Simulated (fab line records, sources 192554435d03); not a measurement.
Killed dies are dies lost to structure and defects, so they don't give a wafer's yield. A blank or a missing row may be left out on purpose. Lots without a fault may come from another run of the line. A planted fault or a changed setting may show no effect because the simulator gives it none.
Which tool did it? | flow n5_finfet | 24 lots, 72 wafers sampled, at 6 steps of a route of 1938

WHAT THE GAUGES READ, wafer by wafer
N5_BEOL_M1_INSPECT_59: inspects for defects (darkfield).
lot  | measured     | on                | raw_defect_count
L074 | day 6 09:23  | defect_inspect-01 | 50 41 53
L075 | day 6 12:04  | defect_inspect-02 | 45 43 62
L076 | day 6 18:04  | defect_inspect-01 | 69 62 45
L077 | day 7 04:43  | defect_inspect-01 | 75 85 83
L078 | day 7 10:37  | defect_inspect-01 | 90 67 81
L079 | day 7 13:47  | defect_inspect-02 | 96 83 92
L080 | day 8 06:11  | defect_inspect-01 | 59 78 84
L081 | day 8 09:37  | defect_inspect-02 | 70 68 56
L082 | day 8 10:52  | defect_inspect-01 | 62 126 94
L083 | day 8 15:16  | defect_inspect-01 | 50 71 70
L084 | day 8 15:54  | defect_inspect-01 | 72 67 69
L086 | day 9 11:04  | defect_inspect-01 | 76 48 45
L085 | day 9 16:49  | defect_inspect-02 | 97 58 158
L087 | day 9 17:44  | defect_inspect-01 | 56 63 91
L088 | day 9 22:40  | defect_inspect-01 | 59 62 73
L089 | day 10 04:26 | defect_inspect-02 | 98 81 67
L090 | day 10 10:28 | defect_inspect-01 | 93 84 88
L091 | day 10 19:13 | defect_inspect-02 | 40 61 45
L093 | day 11 00:56 | defect_inspect-01 | 75 108 68
L092 | day 11 01:13 | defect_inspect-02 | 52 73 70
L094 | day 11 11:40 | defect_inspect-01 | 66 57 49
L095 | day 11 22:33 | defect_inspect-01 | 125 89 93
L096 | day 12 02:37 | defect_inspect-02 | 106 125 138
L097 | day 12 14:10 | defect_inspect-01 | 71 64 59

WHICH TOOL RAN EACH LOT (tool, then ch and the chambers of the sampled wafers, then the start)
lot  | N5_BEOL_M1_DEGAS_44          | N5_BEOL_M1_SPUTTER_48        | N5_BEOL_M1_SPUTTER_81        | N5_BEOL_M1_ANNEAL_87         | N5_BEOL_M1_CO_CAP_55
L074 | pvd_sputter-02, day 6 05:35  | pvd_sputter-02, day 6 06:26  | pvd_sputter-02, day 6 06:53  | pvd_sputter-02, day 6 07:11  | cvd_co-02 ch 1,2, day 6 09:11
L075 | pvd_sputter-01, day 6 08:32  | pvd_sputter-01, day 6 09:13  | pvd_sputter-01, day 6 09:40  | pvd_sputter-01, day 6 09:58  | cvd_co-02 ch 0,1,2, day 6 11:51
L076 | pvd_sputter-02, day 6 12:50  | pvd_sputter-01, day 6 15:13  | pvd_sputter-01, day 6 15:40  | pvd_sputter-01, day 6 15:58  | cvd_co-02 ch 0,1, day 6 17:51
L077 | pvd_sputter-03, day 7 01:13  | pvd_sputter-03, day 7 01:52  | pvd_sputter-03, day 7 02:19  | pvd_sputter-03, day 7 02:37  | cvd_co-02 ch 0,2, day 7 04:30
L078 | pvd_sputter-02, day 7 07:02  | pvd_sputter-02, day 7 07:43  | pvd_sputter-02, day 7 08:10  | pvd_sputter-02, day 7 08:28  | cvd_co-02 ch 0,1, day 7 10:24
L079 | pvd_sputter-03, day 7 10:19  | pvd_sputter-03, day 7 10:56  | pvd_sputter-03, day 7 11:23  | pvd_sputter-03, day 7 11:41  | cvd_co-02 ch 0,1,2, day 7 13:34
L080 | pvd_sputter-03, day 8 02:33  | pvd_sputter-01, day 8 03:21  | pvd_sputter-01, day 8 03:47  | pvd_sputter-01, day 8 04:05  | cvd_co-02 ch 0,1,2, day 8 05:58
L081 | pvd_sputter-03, day 8 06:13  | pvd_sputter-02, day 8 06:47  | pvd_sputter-02, day 8 07:13  | pvd_sputter-02, day 8 07:31  | cvd_co-01 ch 0,1, day 8 09:25
L082 | pvd_sputter-03, day 8 06:49  | pvd_sputter-03, day 8 07:57  | pvd_sputter-03, day 8 08:23  | pvd_sputter-03, day 8 08:41  | cvd_co-02 ch 1,2, day 8 10:38
L083 | pvd_sputter-02, day 8 11:52  | pvd_sputter-01, day 8 12:25  | pvd_sputter-01, day 8 12:52  | pvd_sputter-01, day 8 13:10  | cvd_co-01 ch 1,2, day 8 15:03
L084 | pvd_sputter-01, day 8 12:20  | pvd_sputter-03, day 8 13:03  | pvd_sputter-03, day 8 13:29  | pvd_sputter-03, day 8 13:47  | cvd_co-02 ch 0,1, day 8 15:41
L086 | pvd_sputter-03, day 9 07:19  | pvd_sputter-01, day 9 08:14  | pvd_sputter-01, day 9 08:40  | pvd_sputter-01, day 9 08:58  | cvd_co-01 ch 0,2, day 9 10:51
L085 | pvd_sputter-01, day 9 13:02  | pvd_sputter-02, day 9 13:57  | pvd_sputter-02, day 9 14:23  | pvd_sputter-02, day 9 14:41  | cvd_co-02 ch 0,1,2, day 9 16:34
L087 | pvd_sputter-03, day 9 14:08  | pvd_sputter-01, day 9 14:52  | pvd_sputter-01, day 9 15:19  | pvd_sputter-01, day 9 15:37  | cvd_co-01 ch 0,1,2, day 9 17:30
L088 | pvd_sputter-02, day 9 17:28  | pvd_sputter-02, day 9 19:50  | pvd_sputter-02, day 9 20:16  | pvd_sputter-02, day 9 20:34  | cvd_co-01 ch 1,2, day 9 22:27
L089 | pvd_sputter-03, day 10 00:55 | pvd_sputter-02, day 10 01:36 | pvd_sputter-02, day 10 02:02 | pvd_sputter-02, day 10 02:20 | cvd_co-01 ch 0,2, day 10 04:14
L090 | pvd_sputter-02, day 10 06:52 | pvd_sputter-03, day 10 07:38 | pvd_sputter-03, day 10 08:04 | pvd_sputter-03, day 10 08:22 | cvd_co-01 ch 1,2, day 10 10:15
L091 | pvd_sputter-03, day 10 15:31 | pvd_sputter-01, day 10 16:23 | pvd_sputter-01, day 10 16:50 | pvd_sputter-01, day 10 17:08 | cvd_co-02 ch 0,1, day 10 19:01
L093 | pvd_sputter-01, day 10 21:24 | pvd_sputter-03, day 10 22:07 | pvd_sputter-03, day 10 22:33 | pvd_sputter-03, day 10 22:51 | cvd_co-02 ch 0,1, day 11 00:44
L092 | pvd_sputter-01, day 10 21:34 | pvd_sputter-02, day 10 22:21 | pvd_sputter-02, day 10 22:47 | pvd_sputter-02, day 10 23:05 | cvd_co-02 ch 0,1, day 11 01:00
L094 | pvd_sputter-03, day 11 07:48 | pvd_sputter-01, day 11 08:46 | pvd_sputter-01, day 11 09:13 | pvd_sputter-01, day 11 09:31 | cvd_co-01 ch 1,2, day 11 11:25
L095 | pvd_sputter-01, day 11 18:33 | pvd_sputter-01, day 11 19:14 | pvd_sputter-01, day 11 19:40 | pvd_sputter-01, day 11 19:58 | cvd_co-02 ch 0,1, day 11 22:20
L096 | pvd_sputter-03, day 11 22:49 | pvd_sputter-01, day 11 23:47 | pvd_sputter-01, day 12 00:13 | pvd_sputter-01, day 12 00:31 | cvd_co-02 ch 0,1,2, day 12 02:25
L097 | pvd_sputter-01, day 12 08:28 | pvd_sputter-01, day 12 11:20 | pvd_sputter-01, day 12 11:47 | pvd_sputter-01, day 12 12:05 | cvd_co-02 ch 0,1,2, day 12 13:58
- N5_BEOL_M1_DEGAS_44: time 60 s.
- N5_BEOL_M1_SPUTTER_48: material Cu, target thk 4.5 nm, time 8.29 s.
- N5_BEOL_M1_SPUTTER_81: material Cu, target thk 4.5 nm, time 8.29 s.
- N5_BEOL_M1_ANNEAL_87: time 240 s.
- N5_BEOL_M1_CO_CAP_55: material Co, precursor CCTBA/H2, target thk 2 nm, time 102.1 s.

WHAT THE TOOLS THEMSELVES READ (means of the sampled wafers that have a number; where no wafer has one, the mark that the record gives instead)
N5_BEOL_M1_DEGAS_44.
lot  | tool           | heater_power_w (W)
L074 | pvd_sputter-02 | 335
L075 | pvd_sputter-01 | 322
L076 | pvd_sputter-02 | 364
L077 | pvd_sputter-03 | 345
L078 | pvd_sputter-02 | 342
L079 | pvd_sputter-03 | 322
L080 | pvd_sputter-03 | 309
L081 | pvd_sputter-03 | 351
L082 | pvd_sputter-03 | 327
L083 | pvd_sputter-02 | 324
L084 | pvd_sputter-01 | 318
L086 | pvd_sputter-03 | 344
L085 | pvd_sputter-01 | 292
L087 | pvd_sputter-03 | 308
L088 | pvd_sputter-02 | 336
L089 | pvd_sputter-03 | 338
L090 | pvd_sputter-02 | 347
L091 | pvd_sputter-03 | 324
L093 | pvd_sputter-01 | 301
L092 | pvd_sputter-01 | 302
L094 | pvd_sputter-03 | 332
L095 | pvd_sputter-01 | 298
L096 | pvd_sputter-03 | 321
L097 | pvd_sputter-01 | 293

N5_BEOL_M1_SPUTTER_48.
lot  | tool           | chuck_gas_flow_sccm (sccm) | throttle_valve_pct (%)
L074 | pvd_sputter-02 | 1.27                       | 28.9
L075 | pvd_sputter-01 | 1.30                       | 30.0
L076 | pvd_sputter-01 | 1.26                       | 30.0
L077 | pvd_sputter-03 | 1.29                       | 29.2
L078 | pvd_sputter-02 | 1.27                       | 29.7
L079 | pvd_sputter-03 | 1.25                       | 30.1
L080 | pvd_sputter-01 | 1.25                       | 30.1
L081 | pvd_sputter-02 | 1.26                       | 29.0
L082 | pvd_sputter-03 | 1.31                       | 29.6
L083 | pvd_sputter-01 | 1.29                       | 29.8
L084 | pvd_sputter-03 | 1.23                       | 29.9
L086 | pvd_sputter-01 | 1.27                       | 29.8
L085 | pvd_sputter-02 | 1.26                       | 28.8
L087 | pvd_sputter-01 | 1.22                       | 29.6
L088 | pvd_sputter-02 | 1.23                       | 29.9
L089 | pvd_sputter-02 | 1.28                       | 29.4
L090 | pvd_sputter-03 | 1.22                       | 30.7
L091 | pvd_sputter-01 | 1.29                       | 29.9
L093 | pvd_sputter-03 | 1.25                       | 29.4
L092 | pvd_sputter-02 | 1.17                       | 28.7
L094 | pvd_sputter-01 | 1.28                       | 29.8
L095 | pvd_sputter-01 | 1.25                       | 30.3
L096 | pvd_sputter-01 | 1.28                       | 29.9
L097 | pvd_sputter-01 | 1.24                       | 29.3

N5_BEOL_M1_SPUTTER_81.
lot  | tool           | chuck_gas_flow_sccm (sccm) | throttle_valve_pct (%)
L074 | pvd_sputter-02 | 1.22                       | 29.0
L075 | pvd_sputter-01 | 1.29                       | 29.9
L076 | pvd_sputter-01 | 1.30                       | 30.0
L077 | pvd_sputter-03 | 1.29                       | 29.2
L078 | pvd_sputter-02 | 1.31                       | 29.7
L079 | pvd_sputter-03 | 1.29                       | 29.9
L080 | pvd_sputter-01 | 1.31                       | 30.1
L081 | pvd_sputter-02 | 1.32                       | 28.8
L082 | pvd_sputter-03 | 1.27                       | 29.6
L083 | pvd_sputter-01 | 1.26                       | 29.8
L084 | pvd_sputter-03 | 1.20                       | 30.0
L086 | pvd_sputter-01 | 1.21                       | 29.8
L085 | pvd_sputter-02 | 1.24                       | 28.6
L087 | pvd_sputter-01 | 1.24                       | 29.7
L088 | pvd_sputter-02 | 1.32                       | 29.8
L089 | pvd_sputter-02 | 1.31                       | 29.4
L090 | pvd_sputter-03 | 1.24                       | 30.9
L091 | pvd_sputter-01 | 1.25                       | 30.0
L093 | pvd_sputter-03 | 1.34                       | 29.6
L092 | pvd_sputter-02 | 1.27                       | 28.7
L094 | pvd_sputter-01 | 1.30                       | 29.7
L095 | pvd_sputter-01 | 1.26                       | 30.5
L096 | pvd_sputter-01 | 1.29                       | 30.1
L097 | pvd_sputter-01 | 1.28                       | 29.2

N5_BEOL_M1_ANNEAL_87.
lot  | tool           | heater_power_w (W)
L074 | pvd_sputter-02 | 927
L075 | pvd_sputter-01 | 759
L076 | pvd_sputter-01 | 765
L077 | pvd_sputter-03 | 866
L078 | pvd_sputter-02 | 833
L079 | pvd_sputter-03 | 805
L080 | pvd_sputter-01 | 840
L081 | pvd_sputter-02 | 897
L082 | pvd_sputter-03 | 878
L083 | pvd_sputter-01 | 764
L084 | pvd_sputter-03 | 834
L086 | pvd_sputter-01 | 797
L085 | pvd_sputter-02 | 842
L087 | pvd_sputter-01 | 756
L088 | pvd_sputter-02 | 832
L089 | pvd_sputter-02 | 882
L090 | pvd_sputter-03 | 824
L091 | pvd_sputter-01 | 765
L093 | pvd_sputter-03 | 889
L092 | pvd_sputter-02 | 888
L094 | pvd_sputter-01 | 744
L095 | pvd_sputter-01 | 804
L096 | pvd_sputter-01 | 798
L097 | pvd_sputter-01 | 794

N5_BEOL_M1_CO_CAP_55.
lot  | tool      | heater_power_w (W)
L074 | cvd_co-02 | 294
L075 | cvd_co-02 | 278
L076 | cvd_co-02 | 299
L077 | cvd_co-02 | 263
L078 | cvd_co-02 | 284
L079 | cvd_co-02 | 283
L080 | cvd_co-02 | 277
L081 | cvd_co-01 | 250
L082 | cvd_co-02 | 297
L083 | cvd_co-01 | 223
L084 | cvd_co-02 | 283
L086 | cvd_co-01 | 237
L085 | cvd_co-02 | 277
L087 | cvd_co-01 | 234
L088 | cvd_co-01 | 239
L089 | cvd_co-01 | 234
L090 | cvd_co-01 | 235
L091 | cvd_co-02 | 284
L093 | cvd_co-02 | 304
L092 | cvd_co-02 | 285
L094 | cvd_co-01 | 224
L095 | cvd_co-02 | 282
L096 | cvd_co-02 | 276
L097 | cvd_co-02 | 284

THE ANSWER, worked out from the rows above alone
Rule: what is usual is taken from the lots themselves. Put in order of their means at a reading, lots are off if they are a third of the lots or fewer, leave a main group of 4 or more, and stand apart from it by a gap of 3 or more times the standard deviation of the main group's means; of several such gaps the widest counts. A main group whose means are all the same, to the digits that the tables above print for the reading, isn't used. A lot without any number at a reading at which 4 lots or more have one is off too. The other lots that the step has rows for count as sound. The gauges are gone through in route order, then the tools' own readings, and for those a lot's mean is taken as printed above. The first step at which some lot is off is used, and at that step the reading that is off furthest; a lot without a number counts as furthest.
No lot is off at any reading shown: from this, nothing can be told.

WHAT THE SIMULATOR HAD PUT IN
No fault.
